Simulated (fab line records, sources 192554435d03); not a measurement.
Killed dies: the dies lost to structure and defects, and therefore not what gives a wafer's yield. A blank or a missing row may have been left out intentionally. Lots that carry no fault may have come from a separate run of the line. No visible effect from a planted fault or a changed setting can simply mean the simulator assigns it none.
fab line records	flow n5Finfet
[record] lots = 4	wafers = 12	lastDay = 20
route steps=1938 shown HKMG_FIN@425 BEOL_M4@1111 PASSIVATION@1936
lots with no fault: from the same line, run without faults
startH: the number of hours between the record's first day and the start of the first shown wafer of the lot	waitH: hours elapsed since this lot's preceding step	" repeats the value in the row above	L1.1+2: several wafers, shown together as one row	- value missing, or start not given	* or withheld: withheld	< > ~ a bound
route shown NAME@n: a module of which the file shows steps, and the number in the route of the first	usual: mean/standard deviation of fault-free wafers	same: alike in all rows	chamber/n: place in a boat	sites: readings site by site	_std_site: how widely they spread, as a standard deviation	_edge_site: the outer-site mean with the inner-site mean subtracted	radiusMm: for every site, how far away it sits from the centre of the wafer	mask NAME#n: copy n	behind: the most recent tool/chamber to have shaped the wafer	hold: what put the lot on hold/how long, in hours/how the hold closed	device: the transistor (n, p or np) that didn't switch	end of line: the route-end tests of the same wafers	for a step that has no rows: nothing shown but its recipe	killed: count of dies lost to structure and defects at first sort (not the wafer's yield)	map: the dies of a wafer, with x for killed, . for not killed, _ for no die there
set.NAME: the run value of the setting; set.NAME@STEP: its run value at that earlier step	model.NAME: the simulator's own value behind a step, which no gauge read
certain route steps with their lots: each step a table, each wafer a row
services: from which hour (startH, from the record's first day; less than 0 if before it) a tool's chamber was out of use, for how many hours, and why
[[steps]]
[step N5_HKMG_FIN_EBR_08]
[recipe] solvent = PGMEA	ebrWidthMm = 1.5
[step N5_HKMG_FIN_SOFTBAKE_07]
[recipe] tempC = 110	timeS = 60	resist = CAR-ArF
[step N5_HKMG_FIN_EXPOSE_09]
[recipe] maskId = NWFM	na = 1.35	sourceShape = conventional	sigmaOuter = 0.8	polarization = unpolarized	doseMj = 39.25
[step N5_HKMG_FIN_PEB_10]
[recipe] pebTempC = withheld	pebTimeS = 60	resist = CAR-ArF
[step N5_HKMG_FIN_DEVELOP_11]
[recipe] developTimeS = 30	developer = TMAH	resist = CAR-ArF	devTempC = 23	rinseLiquid = diw	dry = airSpin
[step N5_HKMG_FIN_DESCUM_17]
[recipe] chemistry = O2	timeS = 7.9	sourcePowerW = 50	biasPowerW = 20	pressureMtorr = 20	rfFrequencyHz = 2.712e+07	tempC = 40	resist = CAR-ArF	o2FlowSccm = 225
[step N5_HKMG_FIN_ETCH_31]
[recipe] chemistry = CF4	target = SiARC	targetDepthA = 455	maskMaterial = CAR-ArF	timeS = 75.8	ionEnergyEv = 80	pressureMtorr = 40	sourceW = 545	biasW = 36	Ar_flow_sccm = 100	cf4FlowSccm = 100	ends = cleared
[step N5_HKMG_FIN_ETCH_32]
[recipe] chemistry = N2/H2	target = SOC	targetDepthA = 2400	tempC = 40	timeS = 300	ionEnergyEv = 200	maskMaterial = SiARC	pressureMtorr = 30	sourceW = 840	biasW = 150	n2FlowSccm = 200	h2FlowSccm = 200
[step N5_HKMG_FIN_STRIP_33]
[recipe] chemistry = N2/H2	tempC = 40	n2FlowSccm = 200	h2FlowSccm = 200	rfFrequencyHz = 6e+07
[step N5_HKMG_FIN_STRIP_34]
[recipe] chemistry = CF4	resist = SiARC	powerW = 300	biasPowerW = 75	pressureMtorr = 50	cf4FlowSccm = 150	rfFrequencyHz = 6e+07
[usual] biasPowerW = 75.04/0.22	cf4FlowSccm = 150.0/0.45	drypumpMotorCurrentA = 5.5/0.49	oesProductAu = 0.79/0.087	rfFwdPowerW = 293.9/1.3	rfVppV = 271.0/1.1	showerheadPlenumPTorr = 1.79/0.034	throttleValvePct = 13.40/0.18
lot.wafer	tool	chamber	startH	waitH	biasPowerW	cf4FlowSccm	drypumpMotorCurrentA	oesProductAu	rfFwdPowerW	rfHoursCounterH	rfVppV	showerheadPlenumPTorr	throttleValvePct	model.SiARC_of_HKMG_FIN_COAT_30.thkNm
L711.1	rieDiel-01	1	119.15	0.0	-	-	-	-	-	-	-	-	-	21.2
L711.4	"	3	"	"	-	-	-	-	-	-	-	-	-	21.6
L711.6	"	2	"	"	-	-	-	-	-	-	-	-	-	21
L712.3	rieDiel-05	1	126.16	0.0	-	-	-	-	-	-	-	-	-	22
L712.4	"	0	"	"	-	-	-	-	-	-	-	-	-	21.6
L712.6	"	0	"	"	-	-	-	-	-	-	-	-	-	21.6
L722.3	rieDiel-05	0	175.10	0.0	75.07	150.1	5.2	0.79	294.2	98	272.0	1.83	13.52	0
L722.5	"	2	"	"	75.28	149.6	5.4	0.76	294.8	-	271.5	1.80	13.29	0
L722.6	"	3	"	"	75.24	150.0	5.3	0.94	293.1	-	270.8	1.78	13.33	0
L723.2	rieDiel-04	2	185.82	0.0	75.02	149.2	4.9	0.75	-	143	271.9	1.78	13.19	0
L723.3	"	0	"	"	75.08	149.7	5.8	0.67	292.9	228	269.5	1.77	13.61	0
L723.5	"	0	"	"	74.87	149.8	5.8	0.68	293.3	-	269.7	1.77	13.61	0
[step N5_HKMG_FIN_ETCH_35]
[recipe] chemistry = N2/H2	target = SOC	targetDepthA = 2158	ionEnergyEv = 65	biasW = 5	sourceW = 3000	timeS = 243.4	pressureMtorr = 30	n2FlowSccm = 200	h2FlowSccm = 200
[step N5_HKMG_FIN_STRIP_92]
[recipe] chemistry = N2/H2	material = SOC	timeS = 20	powerW = 500	tempC = 40	pressureMtorr = 50	rfFrequencyHz = 6e+07	biasPowerW = 8	h2Frac = 0.5	n2FlowSccm = 300	h2FlowSccm = 300
[step N5_HKMG_FIN_WET_ETCH_18]
[recipe] chemistry = SC1	target = TiN	mix = 1:1:5	tempC = *	timeS = 55	targetDepthNm = 5.2	dry = ipaMarangoni	rinseTimeS = 30	rinseTempC = 23
[step N5_HKMG_FIN_STRIP_19]
[recipe] chemistry = N2/H2	powerW = 2500	tempC = 300	h2Frac = 0.65	timeS = 360	pressureMtorr = withheld	n2FlowSccm = 1750	h2FlowSccm = 3250
[usual] drypumpMotorCurrentA = 5.59/0.2	h2FlowSccm = 3250/11	heaterPowerW = 445/48
lot.wafer	tool	chamber	startH	waitH	drypumpMotorCurrentA	h2FlowSccm	heaterPowerW	rfHoursCounterH	model.SOC_of_HKMG_FIN_COAT_29.thkNm
L711.1	plasmaAsher-01	1	119.98	0.5	5.54	3240	513	102	77.6
L711.4	"	1	"	"	5.54	3245	532	-	74.4
L711.6	"	0	"	"	5.26	3262	381	-	71.2
L712.3	plasmaAsher-01	0	126.60	0.1	5.24	3254	381	-	80
L712.4	"	1	"	"	5.53	3255	521	-	77.8
L712.6	"	1	"	"	5.53	3254	528	-	78.4
L722.3	plasmaAsher-01	1	175.55	0.2	5.53	3244	535	-	0
L722.5	"	0	"	"	5.27	3246	383	-	0
L722.6	"	1	"	"	5.53	3239	515	-	0
L723.2	plasmaAsher-02	1	186.27	0.0	5.86	3249	438	54	0
L723.3	"	0	"	"	5.64	3258	442	-	0
L723.5	"	0	"	"	5.63	3262	438	-	0
[step N5_HKMG_FIN_ALD_91]
[recipe] material = TiN	targetThkA = 10	tempC = 400	aldPrecursorFamily = TiCl4	aldCoReactant = NH3	pulseTimeS = 1	purgeTimeS = 3	coReactantPurgeTimeS = 2	coReactantPulseTimeS = 2	aldCycles = 47	pressureTorr = 3
[step N5_BEOL_M4_RC_MEAS_101]
[usual] DIBL_N = 37.1/2.6	DIBL_P = 38/3	IOFF_N = 0.18/0.052	IOFF_P = 0.25/0.06	ION_N = 678/15	ION_P = 467/8.6	SS_N = 71.7/0.73	SS_P = 73.7/0.89	VT_N = 249/4.3	VT_P = -248/3.8
lot.wafer	tool	chamber	startH	waitH	DIBL_N[mV/V]	DIBL_P[mV/V]	IOFF_N[nA/um]	IOFF_P[nA/um]	ION_N[uA/um]	ION_P[uA/um]	SS_N[mV/dec]	SS_P[mV/dec]	VT_N[mV]	VT_P[mV]
L722.3	prober-02	0	327.20	0.3	38.7	40	0.19	0.30	681	474	71.1	74.3	249	-244
L722.5	"	0	"	"	37.3	37	0.18	0.26	690	473	71.5	73.5	248	-243
L722.6	"	0	"	"	40.8	43	0.24	0.39	687	477	72.3	74.8	243	-239
L723.2	prober-01	0	351.94	0.8	35.3	37	0.18	0.23	704	474	71.6	73.5	243	-247
L723.3	"	0	"	"	32.0	32	0.11	0.16	660	456	71.2	72.2	256	-254
L723.5	"	0	"	"	34.2	35	0.13	0.21	650	457	70.8	72.7	253	-251
[step N5_PASSIVATION_PROBE_49]
[usual] defectLimitedYield = 91.4/1.4	killed_at_M0_to_M3 = 34/9.1	killed_at_M4_up = 14/5.2	killedAtContacts = 12/6.4	killedAtFrontEnd = 38/11	killedAtOther = 3.7/2.8	killedDies = 102/17	killedOnRim = 14/3.9	killedOpen = 68/13	killedShort = 32/7.8	sort_bin_5_function = 5.1/1	sort_bin_6_memory = 3.2/0.66	sort_bin_8_speed = 0.1/0.92	sortNPass = 1076/19	sortYieldPct = 91.2/1.6
[same] grossDies = 1180	killedAtBackSide = 0	sort_bin_4_leakage[%] = 0
lot.wafer	tool	chamber	startH	waitH	defectLimitedYield[%]	killed_at_M0_to_M3	killed_at_M4_up	killedAtContacts	killedAtFrontEnd	killedAtOther	killedDies	killedOnRim	killedOpen	killedShort	sort_bin_5_function[%]	sort_bin_6_memory[%]	sort_bin_8_speed[%]	sortNPass	sortYieldPct[%]
L711.1	prober-02	-	363.42	0.0	0	27	10	11	1130	2	1180	152	60	27	96.6	3.1	0	0	0
L711.4	prober-02	-	363.57	0.2	0	43	5	8	1120	4	1180	152	59	25	96.9	2.9	0	0	0
L711.6	prober-02	-	363.67	0.3	0	25	11	14	1129	1	1180	152	64	17	96.6	3.3	0	0	0
L712.3	prober-02	-	369.62	0.1	0	43	11	17	1105	4	1180	152	66	34	95.8	4.0	0	0	0
L712.4	prober-02	-	369.67	0.2	0	32	14	8	1125	1	1180	152	58	25	97.3	2.5	0	0	0
L712.6	prober-02	-	369.77	0.3	0	63	19	11	1086	1	1180	152	77	43	96.4	3.2	0	0	0
L722.3	prober-01	-	436.21	0.1	91.5	28	15	8	42	7	100	21	69	31	4.9	3.1	0	1080	91.5
L722.5	prober-01	-	436.31	0.2	89.2	34	15	6	69	3	127	16	80	46	5.6	4.9	0	1053	89.2
L722.6	prober-01	-	436.36	0.3	91.1	30	11	10	53	1	105	15	74	30	4.7	3.9	0	1075	91.1
// killed by level:class
L711.1 HKMG_FIN:areaAld=1088 DUMMY_GATE:geometricParticle:open=16 MOL_CONTACT_COAG:geometricParticle:open=10 BEOL_M0_SAQP:geometricParticle:short=9 BEOL_M4:geometricParticle:open=8 FIN_SAQP:geometricParticle:short=6 BEOL_M3:geometricParticle:open=6 STI_FIN_REVEAL:geometricParticle:open=4
L711.4 HKMG_FIN:areaAld=1092 BEOL_M2:geometricParticle:open=11 BEOL_M1:geometricParticle:open=9 MOL_CONTACT_COAG:geometricParticle:open=8 BEOL_M0:geometricParticle:open=8 FIN_SAQP:geometricParticle:short=7 BEOL_M0_SAQP:geometricParticle:short=7 FIN_SAQP:geometricParticle:open=4
L711.6 HKMG_FIN:areaAld=1098 MOL_CONTACT_COAG:geometricParticle:open=12 BEOL_M3:geometricParticle:open=8 STI_FIN_REVEAL:geometricParticle:open=6 DUMMY_GATE:geometricParticle:open=6 BEOL_M0:geometricParticle:open=5 BEOL_M4:geometricParticle:open=5 FIN_SAQP:geometricParticle:short=3
L712.3 HKMG_FIN:areaAld=1079 BEOL_M0_SAQP:geometricParticle:short=13 MOL_CONTACT_COAG:geometricParticle:open=12 STI_FIN_REVEAL:geometricParticle:open=11 BEOL_M2:geometricParticle:open=10 BEOL_M0_SAQP:geometricParticle:open=9 MOL_CONTACT_COAG:geometricParticle:short=5 GATE_CUT:geometricParticle:open=4
L712.4 HKMG_FIN:areaAld=1097 BEOL_M2:geometricParticle:open=10 STI_FIN_REVEAL:geometricParticle:open=8 MOL_CONTACT_COAG:geometricParticle:open=7 BEOL_M5:geometricParticle:open=6 FIN_SAQP:geometricParticle:short=5 BEOL_M3:geometricParticle:open=5 BEOL_M0_SAQP:geometricParticle:short=5
L712.6 HKMG_FIN:areaAld=1058 BEOL_M1:geometricParticle:open=15 BEOL_M0_SAQP:geometricParticle:short=14 MOL_CONTACT_COAG:geometricParticle:open=10 BEOL_M2:geometricParticle:open=10 BEOL_M0_SAQP:geometricParticle:open=9 GATE_CUT:geometricParticle:short=6 BEOL_M3:geometricParticle:open=6
L722.3 FIN_SAQP:geometricParticle:open=17 MOL_CONTACT_COAG:geometricParticle:open=8 FIN_SAQP:geometricParticle:short=7 BEOL_M2:geometricParticle:open=7 BEOL_M3:geometricParticle:open=6 BEOL_M4:geometricParticle:open=6 BEOL_M0:geometricParticle:open=4 STI_FIN_REVEAL:geometricParticle:open=3
L722.5 FIN_SAQP:geometricParticle:open=19 FIN_SAQP:geometricParticle:short=13 STI_FIN_REVEAL:geometricParticle:open=10 BEOL_M3:geometricParticle:open=9 STARTING-WAFER:geometricParticle:short=6 BEOL_M0_SAQP:geometricParticle:open=5 MOL_CONTACT_COAG:geometricParticle:open=5 BEOL_M0_SAQP:geometricParticle:short=5
L722.6 FIN_SAQP:geometricParticle:open=19 MOL_CONTACT_COAG:geometricParticle:open=10 BEOL_M3:geometricParticle:open=7 BEOL_M0:geometricParticle:open=6 FIN_SAQP:geometricParticle:short=5 DUMMY_GATE:geometricParticle:open=5 BEOL_M3:geometricParticle:short=5 BEOL_M6:geometricParticle:open=4
// map L711.1 (x killed, . not)
_________________xxxxxxxxxxxx________________
______________xxxxxxxxxxxxxxxxxx_____________
___________xxxxxxxxxxxxxxxxxxxxxxxx__________
__________xxxxxxxxxxxxxxxxxxxxxxxxxx_________
________xxxxxxxxxxxxxxxxxxxxxxxxxxxxxx_______
_______xxxxxxxxxxxxxxxxxxxxxxxxxxxxxxxx______
______xxxxxxxxxxxxxxxxxxxxxxxxxxxxxxxxxx_____
_____xxxxxxxxxxxxxxxxxxxxxxxxxxxxxxxxxxxx____
____xxxxxxxxxxxxxxxxxxxxxxxxxxxxxxxxxxxxxx___
___xxxxxxxxxxxxxxxxxxxxxxxxxxxxxxxxxxxxxxxx__
___xxxxxxxxxxxxxxxxxxxxxxxxxxxxxxxxxxxxxxxx__
__xxxxxxxxxxxxxxxxxxxxxxxxxxxxxxxxxxxxxxxxxx_
__xxxxxxxxxxxxxxxxxxxxxxxxxxxxxxxxxxxxxxxxxx_
_xxxxxxxxxxxxxxxxxxxxxxxxxxxxxxxxxxxxxxxxxxxx
_xxxxxxxxxxxxxxxxxxxxxxxxxxxxxxxxxxxxxxxxxxxx
_xxxxxxxxxxxxxxxxxxxxxxxxxxxxxxxxxxxxxxxxxxxx
_xxxxxxxxxxxxxxxxxxxxxxxxxxxxxxxxxxxxxxxxxxxx
_xxxxxxxxxxxxxxxxxxxxxxxxxxxxxxxxxxxxxxxxxxxx
_xxxxxxxxxxxxxxxxxxxxxxxxxxxxxxxxxxxxxxxxxxxx
_xxxxxxxxxxxxxxxxxxxxxxxxxxxxxxxxxxxxxxxxxxxx
_xxxxxxxxxxxxxxxxxxxxxxxxxxxxxxxxxxxxxxxxxxxx
__xxxxxxxxxxxxxxxxxxxxxxxxxxxxxxxxxxxxxxxxxx_
__xxxxxxxxxxxxxxxxxxxxxxxxxxxxxxxxxxxxxxxxxx_
___xxxxxxxxxxxxxxxxxxxxxxxxxxxxxxxxxxxxxxxx__
___xxxxxxxxxxxxxxxxxxxxxxxxxxxxxxxxxxxxxxxx__
____xxxxxxxxxxxxxxxxxxxxxxxxxxxxxxxxxxxxxx___
_____xxxxxxxxxxxxxxxxxxxxxxxxxxxxxxxxxxxx____
______xxxxxxxxxxxxxxxxxxxxxxxxxxxxxxxxxx_____
_______xxxxxxxxxxxxxxxxxxxxxxxxxxxxxxxx______
________xxxxxxxxxxxxxxxxxxxxxxxxxxxxxx_______
__________xxxxxxxxxxxxxxxxxxxxxxxxxx_________
___________xxxxxxxxxxxxxxxxxxxxxxxx__________
______________xxxxxxxxxxxxxxxxxx_____________
_________________xxxxxxxxxxxx________________
// map L712.3 (x killed, . not)
_________________xxxxxxxxxxxx________________
______________xxxxxxxxxxxxxxxxxx_____________
___________xxxxxxxxxxxxxxxxxxxxxxxx__________
__________xxxxxxxxxxxxxxxxxxxxxxxxxx_________
________xxxxxxxxxxxxxxxxxxxxxxxxxxxxxx_______
_______xxxxxxxxxxxxxxxxxxxxxxxxxxxxxxxx______
______xxxxxxxxxxxxxxxxxxxxxxxxxxxxxxxxxx_____
_____xxxxxxxxxxxxxxxxxxxxxxxxxxxxxxxxxxxx____
____xxxxxxxxxxxxxxxxxxxxxxxxxxxxxxxxxxxxxx___
___xxxxxxxxxxxxxxxxxxxxxxxxxxxxxxxxxxxxxxxx__
___xxxxxxxxxxxxxxxxxxxxxxxxxxxxxxxxxxxxxxxx__
__xxxxxxxxxxxxxxxxxxxxxxxxxxxxxxxxxxxxxxxxxx_
__xxxxxxxxxxxxxxxxxxxxxxxxxxxxxxxxxxxxxxxxxx_
_xxxxxxxxxxxxxxxxxxxxxxxxxxxxxxxxxxxxxxxxxxxx
_xxxxxxxxxxxxxxxxxxxxxxxxxxxxxxxxxxxxxxxxxxxx
_xxxxxxxxxxxxxxxxxxxxxxxxxxxxxxxxxxxxxxxxxxxx
_xxxxxxxxxxxxxxxxxxxxxxxxxxxxxxxxxxxxxxxxxxxx
_xxxxxxxxxxxxxxxxxxxxxxxxxxxxxxxxxxxxxxxxxxxx
_xxxxxxxxxxxxxxxxxxxxxxxxxxxxxxxxxxxxxxxxxxxx
_xxxxxxxxxxxxxxxxxxxxxxxxxxxxxxxxxxxxxxxxxxxx
_xxxxxxxxxxxxxxxxxxxxxxxxxxxxxxxxxxxxxxxxxxxx
__xxxxxxxxxxxxxxxxxxxxxxxxxxxxxxxxxxxxxxxxxx_
__xxxxxxxxxxxxxxxxxxxxxxxxxxxxxxxxxxxxxxxxxx_
___xxxxxxxxxxxxxxxxxxxxxxxxxxxxxxxxxxxxxxxx__
___xxxxxxxxxxxxxxxxxxxxxxxxxxxxxxxxxxxxxxxx__
____xxxxxxxxxxxxxxxxxxxxxxxxxxxxxxxxxxxxxx___
_____xxxxxxxxxxxxxxxxxxxxxxxxxxxxxxxxxxxx____
______xxxxxxxxxxxxxxxxxxxxxxxxxxxxxxxxxx_____
_______xxxxxxxxxxxxxxxxxxxxxxxxxxxxxxxx______
________xxxxxxxxxxxxxxxxxxxxxxxxxxxxxx_______
__________xxxxxxxxxxxxxxxxxxxxxxxxxx_________
___________xxxxxxxxxxxxxxxxxxxxxxxx__________
______________xxxxxxxxxxxxxxxxxx_____________
_________________xxxxxxxxxxxx________________
[[services]]
tool	chamber	startH	hours	kind
rieDiel-05	3	105.73	-	clean
rieDiel-05	3	105.73	-	consumableReplace:focusRing
rieDiel-05	3	105.73	15.2	scheduledDown
rieDiel-05	3	105.73	15.2	ventCycle
plasmaAsher-01	-	106.04	2.8	pm
rieDiel-01	1	110.94	3.2	repair
plasmaAsher-02	-	115.22	13.2	repair
rieDiel-01	-	123.84	1.0	repair
rieDiel-04	0	130.04	8.7	repair
rieDiel-01	-	147.93	0.5	repair
rieDiel-05	-	177.06	2.8	pm
[[key]]
[firstSign] step = N5_HKMG_FIN_STRIP_34	reading = toolRecord	direction = missing
[effect] step = N5_PASSIVATION_PROBE_49	reading = killedAtFrontEnd	direction = up	sigmas = 94	usual = 38	struck = 1116
[modelEffect] step = N5_HKMG_FIN_STRIP_34	value = SiARC_of_HKMG_FIN_COAT_30.thkNm	without = 0	struck = 21.5
[modelEffect] step = N5_HKMG_FIN_STRIP_19	value = SOC_of_HKMG_FIN_COAT_29.thkNm	without = 0	struck = 76.57
[moreKillsBornAt] N5_HKMG_FIN_ALD_91@aldMetal-03 = 3278	N5_HKMG_FIN_ALD_91@aldMetal-04 = 3234
metAt N5_HKMG_FIN_STRIP_34
struckWafers L711.1,L711.4,L711.6,L712.3,L712.4,L712.6
laterRowsLeftOut L711.1,L711.4,L711.6,L712.3,L712.4,L712.6
[fault] kind = skippedStepWhole	tool = rieDiel-01,rieDiel-05	chamber = -	onsetH = 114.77	steps = N5_HKMG_FIN_STRIP_34	scope = struckLotsOnly
// laterRowsLeftOut: the simulator's readings of these wafers behind a module that went badly wrong aren't trusted and aren't shown, but for the sort
